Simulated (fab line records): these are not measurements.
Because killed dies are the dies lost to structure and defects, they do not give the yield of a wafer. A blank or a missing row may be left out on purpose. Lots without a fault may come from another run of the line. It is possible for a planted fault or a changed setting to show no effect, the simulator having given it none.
Matching of chambers -- flow n5Finfet -- 4 sister chambers for N5_FIN_SAQP_MANDREL_ETCH_58 on rieSi-02
The step etches a-Si in HBr/Cl2, stops on SiNx, target depth 45 nm, bt time 10 s, time 27 s. 16 wafers are shown with their chamber, then 8 later ones without.

## WAFERS WITH THEIR CHAMBER
wafer,chamber,drypumpMotorCurrentA (A),oesProductAu (a.u.),chamberPressureMTorr (mTorr)
L080.1,1,5.2,0.695,9.998
L080.5,0,5.1,0.704,10.004
L080.6,3,5.4,0.692,9.998
L084.1,2,5.7,0.701,9.995
L084.2,3,5.4,0.711,10.011
L084.4,1,5.2,0.686,9.990
L087.3,2,5.7,0.691,10.008
L087.4,0,5.1,0.705,10.003
L087.6,0,5.1,0.707,10.007
L088.3,0,5.1,0.701,10.015
L088.5,3,5.4,0.696,10.002
L088.6,2,5.7,0.703,10.014
L090.3,3,5.4,0.695,10.015
L090.5,3,5.4,0.708,9.977
L090.6,0,5.1,0.707,10.003
L092.1,3,5.5,0.688,9.997

SIGNATURES, as means of the wafers listed above
reading,chamber 0,chamber 1,chamber 2,chamber 3,scatter within a chamber
drypumpMotorCurrentA,5.100,5.200,5.700,5.417,0.0264
oesProductAu,0.70480,0.69050,0.69833,0.69833,0.00686
chamberPressureMTorr,10.00640,9.99400,10.00567,10.00000,0.0101
Rule: distance of a wafer from a chamber = root of the sum over the readings of ((wafer's reading minus chamber's mean) / reading's scatter) squared. If the next closest chamber is less than 2 further off than the closest, the wafer can't be placed; otherwise it belongs to the closest. The scatter: the root of (the sum of the squares of (reading less its chamber's mean) over the shown wafers, divided by (wafers less chambers)).

## WAFERS MISSING THEIR CHAMBER
wafer,drypumpMotorCurrentA (A),oesProductAu (a.u.),chamberPressureMTorr (mTorr)
L092.3,5.2,0.695,10.006
L092.6,5.4,0.702,9.996
L093.2,5.2,0.695,9.997
L093.4,5.7,0.692,10.001
L093.6,5.2,0.708,10.000
L094.1,5.1,0.699,9.998
L094.2,5.4,0.702,10.012
L094.6,5.1,0.701,9.993

## WHICH CHAMBER EACH WENT THROUGH
wafer,from the rows above,in truth
L092.3,1,1
L092.6,3,3
L093.2,1,1
L093.4,2,2
L093.6,can't be placed: 1 or 0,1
L094.1,0,0
L094.2,3,3
L094.6,0,0
Correctly placed: 7 of 8. Can't be placed from these rows: 1 (the true chamber is among the candidates in 1). Wrongly placed: 0.
